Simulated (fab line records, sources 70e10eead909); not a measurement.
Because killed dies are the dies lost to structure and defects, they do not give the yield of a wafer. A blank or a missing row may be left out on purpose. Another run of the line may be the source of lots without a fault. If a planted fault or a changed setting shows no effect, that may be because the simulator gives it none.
The tool behind it: which one?	flow nandHarc	15 lots, 45 wafers sampled, at 4 steps of a route of 1159

== WHAT THE GAUGES READ, wafer by wafer ==
Not one reading of a measure or inspect step in the record can be checked against a usual standard deviation.

== TOOL THAT RAN EACH LOT (tool first, then ch and the chambers of the sampled wafers, then the start) ==
lot	NHARC_A_CHANNEL_FILL_D1_CMP_10	NHARC_A_STAIRCASE_DEP_156	NHARC_A_STAIRCASE_DEVELOP_165	NHARC_A_STAIRCASE_ETCH_170
L296	cmp-01 ch 0,1,3, day 10 10:56	pecvd-02 ch 0,2, day 10 11:39	lithoTrack-02 ch 0, day 10 12:00	rieDiel-04 ch 0,2, no start
L298	cmp-03 ch 0,1,3, day 11 06:28	pecvd-03 ch 0,1,2, day 11 08:07	lithoTrack-07 ch 0, day 11 08:00	rieDiel-07 ch 0,3, no start
L297	cmp-04 ch 0,2,3, day 11 09:46	pecvd-03 ch 0,1,2, day 11 10:28	lithoTrack-07 ch 0, day 11 11:00	rieDiel-05 ch 0,1,2, no start
L300	cmp-01 ch 0,1, day 11 18:29	pecvd-02 ch 1,2, day 11 19:08	lithoTrack-03 ch 0, day 11 19:00	rieDiel-05 ch 2,3, no start
L303	cmp-03 ch 0,1,2, day 12 10:33	pecvd-03 ch 0,2, day 12 11:14	lithoTrack-02 ch 0, day 12 11:00	rieDiel-04 ch 0,2, no start
L304	cmp-01 ch 0,1, day 12 10:33	pecvd-01 ch 1,2, day 12 11:22	lithoTrack-03 ch 0, day 12 12:00	rieDiel-04 ch 0,3, no start
L305	cmp-04 ch 0,3, day 12 22:25	pecvd-03 ch 1,2, day 12 23:08	lithoTrack-03 ch 0, day 12 23:00	rieDiel-07 ch 0,2, no start
L307	cmp-04 ch 0,1,3, day 13 01:59	pecvd-03 ch 0,2, day 13 02:40	lithoTrack-02 ch 0, day 13 03:00	rieDiel-07 ch 0,3, no start
L308	cmp-01 ch 0,2,3, day 13 20:54	pecvd-02 ch 0,2, day 13 21:35	lithoTrack-02, day 13 22:00	rieDiel-04 ch 0,1,2, no start
L309	cmp-04 ch 2,3, day 13 20:54	pecvd-01 ch 1,2, day 13 21:45	lithoTrack-03, day 13 22:00	rieDiel-04 ch 1,2,3, no start
L310	cmp-03 ch 1,2,3, day 14 06:29	pecvd-02 ch 1,2, day 14 07:22	lithoTrack-02, day 14 07:00	rieDiel-04 ch 1,2,3, no start
L313	cmp-01 ch 1,2,3, day 14 21:11	pecvd-01 ch 0,2, day 14 22:02	lithoTrack-03 ch 0, day 14 22:00	rieDiel-05 ch 0,2,3, no start
L312	cmp-03 ch 1,2, day 14 21:13	pecvd-03 ch 1,2, day 14 22:02	lithoTrack-02 ch 0, day 14 22:00	rieDiel-04 ch 1,2,3, no start
L319	cmp-04 ch 0,3, day 16 02:52	pecvd-02 ch 1,2, day 16 03:34	lithoTrack-02 ch 0, day 16 04:00	rieDiel-04 ch 0,2,3, no start
L318	cmp-04 ch 0,1,3, day 16 10:59	pecvd-03 ch 0,1, day 16 11:46	lithoTrack-07 ch 0, day 16 12:00	rieDiel-04 ch 0,1,3, no start
- NHARC_A_CHANNEL_FILL_D1_CMP_10: polishes, target thk 150 nm.
- NHARC_A_STAIRCASE_DEP_156: deposits SiNx, target thk 50 nm.
- NHARC_A_STAIRCASE_DEVELOP_165: time 140 s.
- NHARC_A_STAIRCASE_ETCH_170: etches the open film in C4F6/O2, target depth 200 nm, time 66.667 s.

== AS READ BY THE TOOLS THEMSELVES (means over the sampled wafers that have a number; for cases with no such wafer, the mark the record gives instead) ==
NHARC_A_CHANNEL_FILL_D1_CMP_10. Usual: motorCurrentA 12.1 A, standard deviation 0.76; slurryFilterDpKPa 13.50 kPa, standard deviation 0.14; timeToEndpointS 14.1 s, standard deviation 2.3.
lot	tool	motorCurrentA (A)	slurryFilterDpKPa (kPa)	timeToEndpointS (s)	flag
L296	cmp-01	11.9	13.48	10.6	
L298	cmp-03	11.5	13.42	15.7	
L297	cmp-04	11.9	13.45	14.8	
L300	cmp-01	11.5	13.55	12.3	
L303	cmp-03	12.3	13.41	15.4	
L304	cmp-01	11.7	13.51	13.1	
L305	cmp-04	11.8	13.46	14.2	
L307	cmp-04	12.7	13.54	15.4	
L308	cmp-01	12.6	13.47	12.4	
L309	cmp-04	11.7	13.39	16.0	
L310	cmp-03	12.4	13.42	13.6	
L313	cmp-01	12.1	13.63	13.1	
L312	cmp-03	13.2	13.53	17.5	
L319	cmp-04	12.4	13.43	14.9	
L318	cmp-04	12.4	13.60	12.6	

NHARC_A_STAIRCASE_DEP_156. Usual: heaterPowerW 703 W, standard deviation 100; showerheadVppV 1335 V, standard deviation 51.
lot	tool	heaterPowerW (W)	showerheadVppV (V)	flag
L296	pecvd-02	694	1295	
L298	pecvd-03	737	1378	
L297	pecvd-03	702	1379	
L300	pecvd-02	769	1309	
L303	pecvd-03	701	1377	
L304	pecvd-01	767	1259	
L305	pecvd-03	741	1372	
L307	pecvd-03	660	1383	
L308	pecvd-02	642	1302	
L309	pecvd-01	788	1288	
L310	pecvd-02	725	1311	
L313	pecvd-01	715	1252	
L312	pecvd-03	736	1359	
L319	pecvd-02	774	1332	
L318	pecvd-03	744	1371	

NHARC_A_STAIRCASE_DEVELOP_165. Usual: chillPlateTempC 23.04 C, standard deviation 0.089; exhaustPa 44.9 Pa, standard deviation 1.
lot	tool	chillPlateTempC (C)	exhaustPa (Pa)	flag
L296	lithoTrack-02	23.06	46.3	
L298	lithoTrack-07	22.93	45.9	
L297	lithoTrack-07	23.00	45.4	
L300	lithoTrack-03	23.04	44.7	
L303	lithoTrack-02	23.08	45.1	
L304	lithoTrack-03	23.10	44.0	
L305	lithoTrack-03	23.04	44.9	
L307	lithoTrack-02	22.99	45.1	
L308	lithoTrack-02	-	-	OFF
L309	lithoTrack-03	-	-	OFF
L310	lithoTrack-02	-	-	OFF
L313	lithoTrack-03	23.06	44.4	
L312	lithoTrack-02	23.00	43.2	
L319	lithoTrack-02	23.11	45.0	
L318	lithoTrack-07	22.90	45.3	

NHARC_A_STAIRCASE_ETCH_170. Usual: drypumpMotorCurrentA 5.8 A, standard deviation 0.42; oesProductAu 0.974 a.u., standard deviation 0.016; rfVppV 548 V, standard deviation 3.1; showerheadPlenumPTorr 3.98 Torr, standard deviation 0.15; throttleValvePct 26.903 %, standard deviation 0.0088.
lot	tool	drypumpMotorCurrentA (A)	oesProductAu (a.u.)	rfVppV (V)	showerheadPlenumPTorr (Torr)	throttleValvePct (%)	flag
L296	rieDiel-04	6.0	0.974	548	3.97	26.907	
L298	rieDiel-07	5.6	0.986	550	4.10	26.900	
L297	rieDiel-05	5.9	0.979	551	4.11	26.904	
L300	rieDiel-05	5.9	0.988	551	4.16	26.902	
L303	rieDiel-04	6.2	0.961	548	4.01	26.895	
L304	rieDiel-04	6.2	0.967	549	4.03	26.902	
L305	rieDiel-07	5.2	0.979	546	3.88	26.903	
L307	rieDiel-07	5.6	0.983	549	4.10	26.904	
L308	rieDiel-04	6.0	0.990	545	3.89	26.901	
L309	rieDiel-04	5.9	0.961	545	3.87	26.906	
L310	rieDiel-04	5.9	0.983	546	3.86	26.897	
L313	rieDiel-05	5.5	0.945	552	4.13	26.907	
L312	rieDiel-04	5.9	0.974	546	3.86	26.903	
L319	rieDiel-04	6.0	0.970	547	3.97	26.896	
L318	rieDiel-04	6.0	0.959	546	3.90	26.903	

== THE ANSWER, worked out from the rows above alone ==
Rule: a lot is off if the mean of its wafers that have a number lies more than 3 standard deviations from the usual mean. Also off: a lot with no number at a reading for which 4 or more lots have one. Where the step has rows for the other lots, those lots are counted as sound. First the gauges in route order, then the tools' own readings, where a lot's mean is used as printed above. The first step at which some lot is off is used, and at that step the reading that is off furthest; a lot without a number counts as furthest.
Off: L308, L309, L310 (NHARC_A_STAIRCASE_DEVELOP_165, chillPlateTempC). Without a number there: L308, L309, L310.
A tool fits if, at that step or a process step before it, it ran every lot that is off, and no sound lot after the first of them. No candidate that was tried fits.

== WHAT THE SIMULATOR HAD INSERTED ==
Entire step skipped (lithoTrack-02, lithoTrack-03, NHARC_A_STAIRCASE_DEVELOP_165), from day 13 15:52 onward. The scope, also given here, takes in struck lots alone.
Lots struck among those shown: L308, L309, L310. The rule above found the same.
